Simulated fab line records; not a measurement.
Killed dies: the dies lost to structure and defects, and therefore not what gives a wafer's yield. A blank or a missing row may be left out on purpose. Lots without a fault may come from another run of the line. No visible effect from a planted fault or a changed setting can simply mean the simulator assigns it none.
A struck lot beside a sound one || flow n5_finfet || 15 out of 1938 route steps
Sound: these wafers, L239.3, L239.4, L239.6. Struck: wafer L229.5 (L229.4, L229.6, from the same lot, were not struck and are left out); the cause is given at the end.
Each step with rows lists, per side, the tool, then ch with its chambers, then its first start. Under that, the readings that differ: sound wafers || struck wafers || difference of the means || sigmas: that difference in standard deviations of wafers without a fault.
alike: readings with means less than 2 such deviations apart, plus words and numbers identical on both sides. not compared: withheld readings, readings lacking a value on some wafer, bounds such as >300 that could conceal the same value, and numbers that have no deviation in the record and whose values overlap.
Wherever a step has rows on one side only, a row that says differs or no value, or a row with sigmas, the two part there. Numbers that have no deviation but don't overlap get no sigmas and don't part them. A reading missing from all wafers of one side parts the sides only when that side holds two or more wafers.

N5_BEOL_M6_STRIP_80: strips in N2/H2, time 10 s.
  sound on rie_diel-06 ch 1,2,3; struck on rie_diel-06 ch 3
  alike: drypump_motor_current_A, oes_product_au, rf_vpp_V, showerhead_plenum_p_Torr, throttle_valve_pct
  not compared: rf_hours_counter_h
N5_BEOL_M6_OCD_MEAS_38:
  sound on ocd-02, day 13 02:28; struck on ocd-02, day 10 10:22
  alike: trench_depth_nm
then, 4 steps without rows for these wafers: N5_BEOL_M6_HM_STRIP_39 (strips TiN in peroxide tin strip, target depth 25 nm, time 158 s); N5_BEOL_M6_SRD_40 (time 30 s); N5_BEOL_M6_PRECLEAN_42 (cleans in residue remover, time 60 s); N5_BEOL_M6_SRD_43 (time 30 s).
N5_BEOL_M6_CD_MEAS_35: target cd 40 nm, target cd y 28 nm.
  sound on cd_sem-02, day 13 02:40; struck on cd_sem-03, day 10 10:31
{"reading": "cd_nm (nm)", "sound": "40.7 40.7 40.4", "struck": 39.4, "difference": -1.2, "sigmas": -2}
N5_BEOL_M6_CURE_75: cures SiCOH lowk, time 120 s.
  sound on uv_cure-03 ch 0, day 13 02:48; struck on uv_cure-02 ch 1, day 10 10:42
{"reading": "lamp_power_pct (%)", "sound": "52.38 52.40 52.33", "struck": 52.26, "difference": -0.11, "sigmas": -2}
{"reading": "wafer_temp_C_max", "sound": "372.3 372.5 372.0", "struck": 371.2, "difference": -1.1, "sigmas": -2}
then, 1 step without rows for these wafers: N5_BEOL_M6_DEGAS_44 (time 60 s).
N5_BEOL_M6_PRE_CLEAN_45: time 30 s.
  sound on pvd_sputter-01, day 13 03:07; struck on pvd_sputter-03, day 10 11:09
  alike: heater_power_w
N5_BEOL_M6_ALD_77: deposits TaN, target thk 2 nm, pulse time 2 s, purge time 3 s.
  sound on ald_metal-03 ch 1,2,3, day 13 03:16; struck on ald_metal-03 ch 2, day 10 11:14
  alike: heater_power_w
N5_BEOL_M6_SURFACE_TREAT_79:
  sound on pvd_sputter-02, day 13 03:40; struck on pvd_sputter-02, day 10 11:42
  not compared: throttle_valve_pct
N5_BEOL_M6_CVD_78: deposits Co from CCTBA/H2, target thk 2 nm, time 142.3 s.
  sound on cvd_co-01 ch 0,1,2, day 13 03:44; struck on cvd_co-02 ch 1, day 10 11:49
{"reading": "run_length_s (s)", "sound": "165.2 164.9 165.2", "struck": 207.7, "difference": "+42.6", "sigmas": "+99 or more"}
then, 1 step without rows for these wafers: N5_BEOL_M6_SPUTTER_48 (material Cu, target thk 10 nm, time 1.667 s).
N5_PASSIVATION_PROBE_49:
  sound wafers here have rows in the record (prober-01, day 16 07:38); struck ones have none

## WHERE THEY PART
Earliest at N5_BEOL_M6_CD_MEAS_35; latest, in this record, at N5_PASSIVATION_PROBE_49.

WHY: whatever the simulator had introduced
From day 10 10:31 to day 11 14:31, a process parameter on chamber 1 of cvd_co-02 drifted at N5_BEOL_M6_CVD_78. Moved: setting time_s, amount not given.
